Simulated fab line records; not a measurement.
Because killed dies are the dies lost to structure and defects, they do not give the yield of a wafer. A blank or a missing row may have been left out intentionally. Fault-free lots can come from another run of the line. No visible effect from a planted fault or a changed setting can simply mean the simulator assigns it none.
Struck lot and sound lot, side by side -- flow nand harc -- 41 steps out of a route of 1302
Sound: these wafers, L208.3, L208.5, L208.6. Struck: wafers L220.1, L220.5. (L220.2 of the same lot was not struck and is left out.) The cause comes at the end.
At each step with rows: each side's tool, then ch and its chambers, then its first start. Under that, the readings that differ: sound wafers -- struck wafers -- difference of the means -- sigmas: that difference in standard deviations of wafers without a fault.
alike: a reading whose means differ by less than 2 such deviations, as well as words and numbers matching on both sides. not compared: withheld readings; readings where some wafer has no value; bounds like >300 that might hide an equal value; numbers whose values overlap and for which the record gives no deviation.
The two part at a step that has a row with sigmas, a row that says differs or no value, or rows on one side only. Non-overlapping numbers with no deviation appear without sigmas and do not part them. Lack of a reading on every wafer of one side parts them only where that side has two or more wafers.

first, 1 step without rows for these wafers: NHARC_A_CONTACT_DEVELOP_07 (develop time 35 s).
NHARC_A_CONTACT_CD_MEAS_08: target cd 200 nm.
  sound on cd sem-03 ch 0, day 23 06:50; struck on cd sem-02 ch 0, day 27 19:50
  alike: cd nm
NHARC_A_CONTACT_OVL_MEAS_09:
  sound on overlay-01, day 23 06:55; struck on overlay-02, day 27 19:56
  alike: overlay x nm, overlay y nm
NHARC_A_CONTACT_INSPECT_10:
  sound on defect inspect-01, day 23 06:58; struck on defect inspect-01, day 27 19:58
reading,sound,struck,difference,sigmas
raw defect count,110 116 100,18 21,-89,-3
NHARC_A_CONTACT_DESCUM_13: chemistry O2, time 3 s.
  sound on rie diel-02 ch 0,3, day 23 07:01; struck on rie diel-02 ch 1,2, day 27 20:02
  alike: drypump motor current A, oes product au, rf vpp V, showerhead plenum p Torr, throttle valve pct
  not compared: rf hours counter h
then, 1 step without rows for these wafers: NHARC_A_CONTACT_ETCH_88 (etches the open film in CF4, target depth 39 nm, time 65 s).
NHARC_A_CONTACT_ETCH_89: etches the open film in N2/H2, target depth 260 nm, time 475.3 s.
  sound on rie diel-02 ch 0,1,3; struck on rie diel-02 ch 2,3
  alike: drypump motor current A, oes product au, rf vpp V, showerhead plenum p Torr, throttle valve pct
  not compared: rf hours counter h
then, 5 steps without rows for these wafers: NHARC_A_CONTACT_ETCH_30 (etches the open film in CF4/CHF3, target depth 72.6 nm, time 36.3 s); NHARC_A_CONTACT_ETCH_31 (etches the open film in O2/COS, target depth 2800 nm, time 728 s); NHARC_A_CONTACT_ETCH_134 (etches the open film in C4F8/O2/Ar, time 140 s, target depth 700 nm); NHARC_A_CONTACT_ETCH_135 (etches the open film in C4F8/O2/Ar, time 311 s, target depth 1912 nm); NHARC_A_CONTACT_ETCH_136 (etches the open film in C4F8/O2/Ar, time 311 s, target depth 1912 nm).
NHARC_A_CONTACT_ETCH_137: etches the open film in C4F8/O2/Ar, time 311 s, target depth 1912 nm.
  sound on har cap etch-03 ch 0,1, day 23 09:14; struck on har cap etch-03 ch 1, day 27 21:54
  not compared: rf hours counter h
then, 1 step without rows for these wafers: NHARC_A_CONTACT_ETCH_138 (etches the open film in C4F8/O2/Ar, time 311 s, target depth 1914 nm).
NHARC_A_CONTACT_ETCH_139: etches the open film in C4F8/O2/Ar, time 195 s, target depth 840 nm.
  sound on har cap etch-03 ch 0,1, day 23 09:47; struck on har cap etch-03 ch 1, day 27 22:27
  not compared: rf hours counter h
NHARC_A_CONTACT_ETCH_92: etches the open film in CH3F/O2, target depth 40 nm, time 85.7 s.
  sound on rie diel-02 ch 0,1, day 23 10:13; struck on rie diel-02 ch 1,3, day 27 23:02
  alike: drypump motor current A, oes product au, rf vpp V, showerhead plenum p Torr, throttle valve pct
  not compared: rf hours counter h
NHARC_A_CONTACT_ETCH_98: etches the open film in C4F6/O2, target depth 20 nm, time 10 s.
  sound on rie diel-02 ch 0,1,3, day 23 10:23; struck on rie diel-02 ch 1,3
  alike: drypump motor current A, oes product au, rf vpp V, showerhead plenum p Torr, throttle valve pct
  not compared: rf hours counter h
NHARC_A_CONTACT_CD_MEAS_15:
  sound on cd sem-03, day 23 10:29; struck on cd sem-01, day 27 23:14
  alike: cd nm
then, 20 steps without rows for these wafers: NHARC_A_CONTACT_STRIP_107 (strips in N2/H2); NHARC_A_CONTACT_STRIP_108 (strips in CF4/CHF3); NHARC_A_CONTACT_STRIP_109 (strips in O2/COS); NHARC_A_CONTACT_ETCH_110 (etches the open film in CF4/O2, target depth 60 nm, overetch 6 nm, time 33 s); NHARC_A_CONTACT_STRIP_26 (strips in O2); NHARC_A_CONTACT_STRIP_27 (strips in post etch residue remover, time 600 s); NHARC_A_CONTACT_ALD_18 (deposits TiN, target thk 3 nm, pulse time 1 s, ald cycles 150); NHARC_A_CONTACT_CVD_19 (deposits W, target thk 300 nm, time 802 s); NHARC_A_CONTACT_CMP_20 (polishes, t overpolish 30 s, target thk 300 nm); NHARC_A_CONTACT_SRD_22; NHARC_A_BLC_DEHYDRATE_00 (time 120 s); NHARC_A_BLC_HMDS_01 (time 30 s); NHARC_A_BLC_COAT_02 (time 75 s); NHARC_A_BLC_COAT_03 (time 65 s); NHARC_A_BLC_COAT_04 (resist thk 90 nm); NHARC_A_BLC_SOFTBAKE_05 (time 55 s); NHARC_A_BLC_EBR_06; NHARC_A_BLC_EXPOSE_07 (exposes mask A BLC, target cd 100 nm); NHARC_A_BLC_PEB_08 (peb time 65 s); NHARC_A_BLC_DEVELOP_09 (develop time 35 s).
NHARC_A_BLC_CD_MEAS_10: target cd 100 nm.
  sound on cd sem-02 ch 0, day 23 14:14; struck on cd sem-01 ch 0, day 28 02:05
  alike: cd nm
NHARC_A_BLC_OVL_MEAS_11:
  sound on overlay-02, day 23 14:19; struck on overlay-01, day 28 02:10
  alike: overlay x nm, overlay y nm
NHARC_END_SORT_01:
  here the record holds rows for the struck wafers (prober-02 ch 0, day 30 00:11) but none for the sound ones

## WHERE THEY PART
First at NHARC_A_CONTACT_INSPECT_10; last, within this record, at NHARC_END_SORT_01.

WHY: what had been put in by the simulator
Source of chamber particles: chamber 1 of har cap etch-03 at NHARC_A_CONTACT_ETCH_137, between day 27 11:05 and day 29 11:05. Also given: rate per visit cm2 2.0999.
